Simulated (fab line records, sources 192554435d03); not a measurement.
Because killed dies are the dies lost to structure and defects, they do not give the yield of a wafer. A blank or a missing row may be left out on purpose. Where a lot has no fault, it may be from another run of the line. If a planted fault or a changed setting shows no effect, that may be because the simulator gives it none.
One fault through the eyes of 2 desks || flow n5-finfet || every desk sees just its own numbers, and what lay behind them comes last

## THE METROLOGY DESK
What the gauges read for every lot (on any tool): the sampled wafers with a number, averaged. A lot is out of limits, marked OUT, if its mean lies more than 4 standard deviations from the usual mean; the brackets give that distance. Only the readings that lie furthest out on some lot appear, 7 of the 10 it has.
Columns: A = DIBL_P at N5_BEOL_M4_RC_MEAS_101, usual 36.2 mV/V; B = IOFF_N at N5_BEOL_M4_RC_MEAS_101, usual 0.16 nA/um; C = IOFF_P at N5_BEOL_M4_RC_MEAS_101, usual 0.21 nA/um; D = ION_P at N5_BEOL_M4_RC_MEAS_101, usual 461 uA/um; E = SS_P at N5_BEOL_M4_RC_MEAS_101, usual 73.4 mV/dec; F = VT_N at N5_BEOL_M4_RC_MEAS_101, usual 251 mV; G = VT_P at N5_BEOL_M4_RC_MEAS_101, usual -250 mV
{"lot": "L331", "first seen here": "day 8 12:03", "A": 34.9, "B": 0.15, "C": 0.22, "D": 460, "E": 72.8, "F": 252, "G": -246}
{"lot": "L339", "first seen here": "day 10 06:32", "A": 35.7, "B": 0.16, "C": 0.20, "D": 456, "E": 73.9, "F": 253, "G": -254}
{"lot": "L342", "first seen here": "day 11 12:21", "A": 34.2, "B": 0.13, "C": 0.17, "D": 453, "E": 72.3, "F": 253, "G": -254}
{"lot": "L353", "first seen here": "day 13 20:20", "A": 36.5, "B": 0.16, "C": 0.23, "D": 462, "E": 73.5, "F": 250, "G": -249}
Finding of this desk: none of the 4 lots has anything out of limits.

## THE DEFECT DESK
Counts from the inspections along the route, per lot, as means over the sampled wafers that have a number. A lot is out of limits, marked OUT, if its mean lies more than 4 standard deviations from the usual mean; the brackets give that distance.
Columns: A = raw-defect-count at N5_PMOS_HMC_CHANNEL_EPI_INSPECT_30, usual 19; B = raw-defect-count at N5_FIN_SAQP_INSPECT_18, usual 417; C = raw-defect-count at N5_FIN_SAQP_INSPECT_40, usual 224; D = raw-defect-count at N5_FIN_CUT_INSPECT_10, usual 42
{"lot": "L331", "first seen here": "day 1 20:09", "A": 13, "B": 296, "C": 171, "D": 29}
{"lot": "L339", "first seen here": "day 3 20:05", "A": "575 (+88) OUT", "B": 851, "C": "698 (+6.9) OUT", "D": "584 (+45) OUT"}
{"lot": "L342", "first seen here": "day 4 14:55", "A": "568 (+87) OUT", "B": 863, "C": "738 (+7.4) OUT", "D": "586 (+45) OUT"}
{"lot": "L353", "first seen here": "day 7 09:04", "A": 18, "B": 462, "C": 232, "D": 43}
This desk's finding: out of limits on L339, L342; first on L339, day 3 20:05 (raw-defect-count at N5_PMOS_HMC_CHANNEL_EPI_INSPECT_30). Within limits: L331, L353.

## BROUGHT TOGETHER
The defect desk could have raised an alarm at day 3 20:05, on L339, L342.
The metrology desk saw nothing out of limits.
The metrology desk has L339, L342 on record, within its limits.
N5_PMOS_HMC_CHANNEL_EPI_PRECLEAN_24 was run on wet-bench-01 by each of the lots named.

## WHAT THE SIMULATOR HAD PUT IN
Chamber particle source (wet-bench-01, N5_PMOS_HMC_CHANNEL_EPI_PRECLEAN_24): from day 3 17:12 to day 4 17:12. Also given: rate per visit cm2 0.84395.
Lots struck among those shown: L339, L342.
Hours from the fault's start to each desk's first reading out of limits: the defect desk, 3.
